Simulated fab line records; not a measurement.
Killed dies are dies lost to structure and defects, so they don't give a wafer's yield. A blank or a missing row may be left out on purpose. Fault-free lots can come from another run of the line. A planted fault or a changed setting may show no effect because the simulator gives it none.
Split-lot study + flow n5 finfet + 21 wafers read from 7 lots, route of 1938 steps

== ON THE SPLIT ==
At N5_MOL_CONTACT_COAG_COAT_63 (time 60 s, resist thk 10 nm), the setting spin rpm was moved away from the recipe's 1500 rpm on 8 of the 21 wafers read, by -9.9% to +11.0%. The other wafers ran this setting at the recipe's value.

== FROM THE SPLIT TO THE READING: what the file shows between them, 8 steps ==
- N5_MOL_CONTACT_COAG_COAT_64: time 60 s, resist thk 10 nm (also split here: temp c)
- N5_MOL_CONTACT_COAG_COAT_34: resist thk 40 nm
- N5_MOL_CONTACT_COAG_EBR_36
- N5_MOL_CONTACT_COAG_DESCUM_45: chemistry O2, time 7 s
- N5_MOL_CONTACT_COAG_ETCH_65: etches underlayer in N2/H2, target depth 13 nm, time 10.4 s
- N5_MOL_CONTACT_COAG_ETCH_66: etches SiARC in CF4, target depth 13 nm, time 21.7 s
- N5_MOL_CONTACT_COAG_ALD_133: deposits SiO2, target thk 5 nm, pulse time 1 s, co reactant pulse time 1 s
- N5_MOL_CONTACT_COAG_ETCHBACK_134: etches SiO2 in CHF3, target depth 10 nm, time 6.7 s

== THE READING ==
SiARC_of_MOL_CONTACT_COAG_COAT_63.thk nm (the simulator's own value, which no gauge read), in nm, at N5_MOL_CONTACT_COAG_ETCH_67 (etches SOC in N2/H2, target depth 60 nm, overetch 21 nm, time 101.2 s). There is no usual value for it anywhere in the file. Average 5.8 nm, standard deviation 0.084 nm, over the 13 wafers here run with the recipe.

| wafer  | tool, chamber at the split | spin rpm as run, rpm | against the recipe | SiARC_of_MOL_CONTACT_COAG_COAT_63.thk nm, nm | against lot-mates on the recipe |
|--------|----------------------------|----------------------|--------------------|----------------------------------------------|---------------------------------|
| L075.3 | litho track-04, 0          | 1500                 | recipe             | 5.8                                          | -                               |
| L075.5 | litho track-04, 0          | 1352                 | -9.9%              | 6.4                                          | +0.6                            |
| L075.6 | litho track-04, 0          | 1352                 | -9.9%              | 6.2                                          | +0.4                            |
| L085.1 | litho track-01, 0          | 1500                 | recipe             | 6                                            | -                               |
| L085.5 | litho track-01, 0          | 1500                 | recipe             | 6                                            | -                               |
| L085.6 | litho track-01, 0          | 1500                 | recipe             | 5.8                                          | -                               |
| L088.2 | litho track-01, 0          | 1665                 | +11.0%             | 5.2                                          | -0.6                            |
| L088.4 | litho track-01, 0          | 1665                 | +11.0%             | 5.4                                          | -0.4                            |
| L088.6 | litho track-01, 0          | 1500                 | recipe             | 5.8                                          | -                               |
| L089.1 | litho track-01, 0          | 1411                 | -5.9%              | 6                                            | +0.2                            |
| L089.4 | litho track-01, 0          | 1411                 | -5.9%              | 6                                            | +0.2                            |
| L089.6 | litho track-01, 0          | 1500                 | recipe             | 5.8                                          | -                               |
| L093.1 | litho track-01, 0          | 1455                 | -3.0%              | 6                                            | +0.2                            |
| L093.3 | litho track-01, 0          | 1500                 | recipe             | 5.8                                          | -                               |
| L093.6 | litho track-01, 0          | 1500                 | recipe             | 5.8                                          | -                               |
| L095.2 | litho track-05, 0          | 1500                 | recipe             | 5.8                                          | -                               |
| L095.5 | litho track-05, 0          | 1500                 | recipe             | 5.8                                          | -                               |
| L095.6 | litho track-05, 0          | 1500                 | recipe             | 5.8                                          | -                               |
| L096.2 | litho track-01, 0          | 1500                 | recipe             | 6                                            | -                               |
| L096.3 | litho track-01, 0          | 1423                 | -5.1%              | 6                                            | +0.1                            |
| L096.6 | litho track-01, 0          | 1500                 | recipe             | 5.8                                          | -                               |

FIT RESULTS
A straight line over all 21 wafers: SiARC_of_MOL_CONTACT_COAG_COAT_63.thk nm changes by -0.0449 nm for each +1% of spin rpm; r = -0.93; the points scatter about the line by 0.093 nm.
The same after taking each lot's own level away (the mean of its wafers on the recipe; 21 wafers): -0.045 nm for each +1%; r = -0.95; scatter 0.08 nm.
Per that fit: largest spin rpm move, reading shift of 0.5 nm.
The span of the lots' own levels, 5.80 to 5.93 nm, comes to 1.6 times the standard deviation stated above.
Consequently the slope shifts little with the lot-to-lot level, the two slopes agreeing.
Check: for one of the wafers moved furthest among these (+11.0%), held out of the fit, the line's prediction against its lot-mates is -0.455 nm. It came out at -0.6 nm against them.

== THESE WAFERS: OTHER SPLITS ==
Before the reading, these wafers also passed through other splits. Each is held against what the fit with the lots' levels taken away leaves over:
| other split on the same wafers       | wafers away from the commonest value | r with SiARC_of_MOL_CONTACT_COAG_COAT_63.thk nm (lot level and that fit taken away) |
|--------------------------------------|--------------------------------------|-------------------------------------------------------------------------------------|
| N5_SD_EPI_N_COAT_32 spin rpm         | 7                                    | +0.26                                                                               |
| N5_SD_EPI_P_EPI_21 temp c            | 4                                    | -0.26                                                                               |
| N5_SDB_ETCH_25 time s                | 3                                    | +0.37                                                                               |
| N5_SDB_CUT_ETCH_26 bias w            | as run: not given for these wafers   | -                                                                                   |
| N5_HKMG_FIN_ETCH_86 target depth a   | 6                                    | +0.07                                                                               |
| N5_GATE_CUT_ETCH_56 icp w            | 9                                    | +0.11                                                                               |
| N5_MOL_CONTACT_COAG_ETCH_15 source w | 12                                   | -0.54                                                                               |
| N5_MOL_CONTACT_COAG_COAT_64 temp c   | 3                                    | +0.17                                                                               |

== THE WHOLE CHAIN: every reading that the file lists as answering this split, in the file's order ==
| step                        | what it does                                                          | reading                                                                                   | change (the file's fit)                | r (the file's) |
|-----------------------------|-----------------------------------------------------------------------|-------------------------------------------------------------------------------------------|----------------------------------------|----------------|
| N5_MOL_CONTACT_COAG_COAT_63 | time 60 s, resist thk 10 nm                                           | SiARC_of_MOL_CONTACT_COAG_COAT_63.thk nm (the simulator's own value, which no gauge read) | -0.0462 nm for each +1% of the setting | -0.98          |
| N5_MOL_CONTACT_COAG_ETCH_66 | etches SiARC in CF4, target depth 13 nm, time 21.7 s                  | etch.depth nm (the simulator's own value, which no gauge read)                            | -0.0474 nm for each +1% of the setting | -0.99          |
| N5_MOL_CONTACT_COAG_ETCH_67 | etches SOC in N2/H2, target depth 60 nm, overetch 21 nm, time 101.2 s | SiARC_of_MOL_CONTACT_COAG_COAT_63.thk nm (the simulator's own value, which no gauge read) | -0.0441 nm for each +1% of the setting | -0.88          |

== FILE'S OWN FIT ==
SiARC_of_MOL_CONTACT_COAG_COAT_63.thk nm changes by -0.0441 nm for each +1% of spin rpm, r = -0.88.
